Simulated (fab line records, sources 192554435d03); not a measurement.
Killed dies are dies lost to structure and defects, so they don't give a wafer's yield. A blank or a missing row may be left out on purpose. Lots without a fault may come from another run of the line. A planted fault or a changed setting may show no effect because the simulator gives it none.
One fault seen from 2 desks | flow n5_finfet | each desk has only its own numbers; what lay behind them comes last

THE TOOL OWNER'S DESK: pecvd-03
The tool's own readings at N5_BEOL_M8_ILD_DEP_00 (deposits SiCOH lowk from DEMS/porogen, target thk 179.75 nm, time 33.4 s): means of the sampled wafers that have a number, for each lot that ran on this tool. A lot is out of limits, marked OUT, if its mean lies more than 4 standard deviations from the usual mean; the brackets give that distance.
Columns: A = heater_power_w at N5_BEOL_M8_ILD_DEP_00, usual 344 W; B = showerhead_plenum_p_Torr at N5_BEOL_M8_ILD_DEP_00, usual 5.744 Torr; C = showerhead_vpp_V at N5_BEOL_M8_ILD_DEP_00, usual 1356 V; D = throttle_valve_pct at N5_BEOL_M8_ILD_DEP_00, usual 13.3 %
lot  | first seen here | A   | B     | C    | D
L827 | day 10 00:37    | 317 | 5.746 | 1375 | 12.4
L834 | day 10 20:54    | 337 | 5.746 | 1405 | 12.7
L841 | day 12 18:32    | 410 | 5.760 | 1316 | 13.4
This desk's finding: nothing out of limits on any of the 3 lots.

THE METROLOGY DESK
What the gauges read, lot by lot, whatever tool the lot ran on: means of the sampled wafers that have a number. A lot is out of limits, marked OUT, if its mean lies more than 4 standard deviations from the usual mean; the brackets give that distance.
Columns: A = M8_ILD_THK at N5_BEOL_M8_THK_MEAS_01, usual 156.2 nm
lot  | first seen here | A
L827 | day 10 01:12    | 156.2
L834 | day 10 22:01    | 156.6
L833 | day 11 03:38    | 155.0
L832 | day 11 05:37    | 157.6
L835 | day 11 07:52    | 154.5
L837 | day 12 02:19    | 156.2
L841 | day 12 19:07    | 149.6
L847 | day 13 23:59    | 156.9
L848 | day 15 06:31    | 154.6
L850 | day 15 16:15    | 157.7
L849 | day 16 09:31    | 155.4
This desk's finding: nothing out of limits on any of the 11 lots.

PUT TOGETHER
The tool owner's desk saw nothing out of limits.
The metrology desk saw nothing out of limits.

WHAT THE SIMULATOR HAD PUT IN
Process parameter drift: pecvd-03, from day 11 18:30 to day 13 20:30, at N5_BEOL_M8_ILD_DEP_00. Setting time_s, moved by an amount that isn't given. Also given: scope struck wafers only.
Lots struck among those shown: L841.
